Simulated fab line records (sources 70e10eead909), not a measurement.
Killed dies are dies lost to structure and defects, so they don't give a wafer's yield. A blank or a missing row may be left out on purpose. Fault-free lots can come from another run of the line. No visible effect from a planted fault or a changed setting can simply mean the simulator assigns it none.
The tool behind it: which one? | flow nand harc | Sampling: 13 lots, 39 wafers, 4 of 1302 route steps

## WHAT EACH GAUGE READ, for each wafer
NHARC_A_M0_THK_MEAS_24: measures by xrf. Usual: 113.6 nm for thk nm, sd 1.7.
lot  | measured     | on            | thk nm (nm)       | flag
L418 | day 23 06:08 | film metro-02 | 115.9 112.2 112.6 |
L419 | day 23 14:52 | film metro-01 | 114.0 113.8 114.1 |
L421 | day 23 17:38 | film metro-02 | 113.3 111.0 115.9 |
L420 | day 24 01:18 | film metro-02 | 115.2 114.7 113.6 |
L423 | day 25 12:28 | film metro-01 | 115.1 113.1 114.5 |
L424 | day 25 16:11 | film metro-02 | 114.3 114.4 111.7 |
L425 | day 27 01:00 | film metro-02 | 114.1 112.0 112.6 |
L428 | day 27 19:17 | film metro-01 | 110.4 114.5 114.8 |
L429 | day 27 20:58 | film metro-01 | 115.8 116.2 114.0 |
L430 | day 28 08:51 | film metro-02 | 113.9 113.5 112.9 |
L434 | day 30 17:54 | film metro-01 | 110.8 112.9 115.8 |
L437 | day 31 09:24 | film metro-01 | 112.9 109.0 112.2 |
L439 | day 32 08:49 | film metro-02 | 110.8 111.5 112.0 |

NHARC_A_M1_CD_MEAS_09: target cd 120 nm. Usual: 120.0 nm for cd nm, sd 0.81.
lot  | measured     | on        | cd nm (nm)        | flag
L418 | day 23 07:42 | cd sem-01 | 120.5 119.4 119.3 |
L419 | day 23 16:26 | cd sem-02 | 119.2 119.5 119.4 |
L421 | day 23 19:11 | cd sem-03 | 118.8 118.0 119.5 |
L420 | day 24 02:51 | cd sem-03 | 119.9 120.8 119.9 |
L423 | day 25 14:00 | cd sem-01 | 119.4 119.6 120.7 |
L424 | day 25 17:43 | cd sem-01 | 121.8 120.9 120.8 |
L425 | day 27 02:33 | cd sem-01 | 120.3 120.4 121.0 |
L428 | day 27 20:50 | cd sem-03 | 121.0 120.5 120.6 |
L429 | day 27 22:24 | cd sem-01 | 119.8 119.6 119.9 |
L430 | day 28 10:24 | cd sem-03 | 120.0 120.0 119.5 |
L434 | day 30 19:20 | cd sem-01 | 119.2 120.4 118.7 |
L437 | day 31 10:53 | cd sem-03 | 142.0 142.6 141.8 | OFF
L439 | day 32 10:26 | cd sem-02 | 140.9 142.5 141.7 | OFF

## WHAT TOOL EACH LOT RAN ON (gives the tool, then ch and the chambers of the sampled wafers, and finally the start)
lot  | NHARC_A_M0_DEP_32               | NHARC_A_M1_PEB_07
L418 | pecvd-04 ch 0,1,2, day 23 06:27 | litho track-04 ch 0, day 23 07:37
L419 | pecvd-02 ch 0,1, day 23 15:11   | litho track-04 ch 0, day 23 16:21
L421 | pecvd-02 ch 0,1, day 23 17:56   | litho track-04 ch 0, day 23 19:07
L420 | pecvd-02 ch 0,1, day 24 01:38   | litho track-01 ch 0, day 24 02:46
L423 | pecvd-04 ch 0,1, day 25 12:46   | litho track-01 ch 0, day 25 13:55
L424 | pecvd-04 ch 1,2, day 25 16:29   | litho track-01 ch 0, day 25 17:38
L425 | pecvd-03 ch 0,2, day 27 01:21   | litho track-01 ch 0, day 27 02:29
L428 | pecvd-03 ch 1,2, day 27 19:35   | litho track-01 ch 0, day 27 20:46
L429 | pecvd-04 ch 0,1, day 27 21:17   | litho track-04 ch 0, day 27 22:19
L430 | pecvd-04 ch 0,1,2, day 28 09:10 | litho track-01 ch 0, day 28 10:19
L434 | pecvd-03 ch 1,2, day 30 18:15   | litho track-04 ch 0, day 30 19:16
L437 | pecvd-04 ch 0,2, day 31 09:51   | litho track-01 ch 0, day 31 10:49
L439 | pecvd-04 ch 0,1, day 32 09:13   | litho track-01 ch 0, day 32 10:22
- NHARC_A_M0_DEP_32: deposits SiCN, target thk 30 nm.
- NHARC_A_M1_PEB_07: peb time 65 s.

## WHAT THE TOOLS THEMSELVES READ (means of the sampled wafers that have a number; where no wafer has one, the mark that the record gives instead)
NHARC_A_M0_DEP_32. Usual: 617 W for heater power w, sd 83.
lot  | tool     | heater power w (W) | flag
L418 | pecvd-04 | 633                |
L419 | pecvd-02 | 673                |
L421 | pecvd-02 | 654                |
L420 | pecvd-02 | 680                |
L423 | pecvd-04 | 714                |
L424 | pecvd-04 | 645                |
L425 | pecvd-03 | 493                |
L428 | pecvd-03 | 521                |
L429 | pecvd-04 | 625                |
L430 | pecvd-04 | 632                |
L434 | pecvd-03 | 596                |
L437 | pecvd-04 | 641                |
L439 | pecvd-04 | 603                |

NHARC_A_M1_PEB_07. Usual: heater power total W 156.6 W, standard deviation 0.42; plate temp C 100.01 C, standard deviation 0.12.
lot  | tool           | heater power total W (W) | plate temp C (C) | flag
L418 | litho track-04 | 156.6                    | 99.97            |
L419 | litho track-04 | 157.1                    | 100.01           |
L421 | litho track-04 | 156.9                    | 100.04           |
L420 | litho track-01 | 156.9                    | 100.07           |
L423 | litho track-01 | 156.6                    | 100.05           |
L424 | litho track-01 | 156.3                    | 100.00           |
L425 | litho track-01 | 156.3                    | 99.95            |
L428 | litho track-01 | 156.9                    | 99.92            |
L429 | litho track-04 | 156.8                    | 100.14           |
L430 | litho track-01 | 156.4                    | 99.98            |
L434 | litho track-04 | 156.3                    | 99.98            |
L437 | litho track-01 | 172.1                    | 107.14           | OFF
L439 | litho track-01 | 172.0                    | 107.17           | OFF

## THE ANSWER, worked out from the rows above alone
Rule: lot off if the mean of its wafers having a number is beyond 3 standard deviations from the usual mean. Also off: a lot with no number at a reading for which 4 or more lots have one. Any other lot the step has rows for is counted as sound. The gauges are gone through in route order, then the tools' own readings, and for those a lot's mean is taken as printed above. The first step at which some lot is off is used, and at that step the reading that is off furthest; a lot without a number counts as furthest.
Off at NHARC_A_M1_CD_MEAS_09 (cd nm): L437, L439.
If a tool, at a process step before that reading, ran all the lots that are off and no sound lot after the first of them, it fits. Not tried: the gauges at NHARC_A_M1_CD_MEAS_09; whatever is off there is also off at NHARC_A_M1_PEB_07, on other tools, and gauge error can't account for it. Undecided on this evidence; 2 tools fit (pecvd-04 at NHARC_A_M0_DEP_32, litho track-01 at NHARC_A_M1_PEB_07).

## WHAT HAD BEEN PUT IN BY THE SIMULATOR
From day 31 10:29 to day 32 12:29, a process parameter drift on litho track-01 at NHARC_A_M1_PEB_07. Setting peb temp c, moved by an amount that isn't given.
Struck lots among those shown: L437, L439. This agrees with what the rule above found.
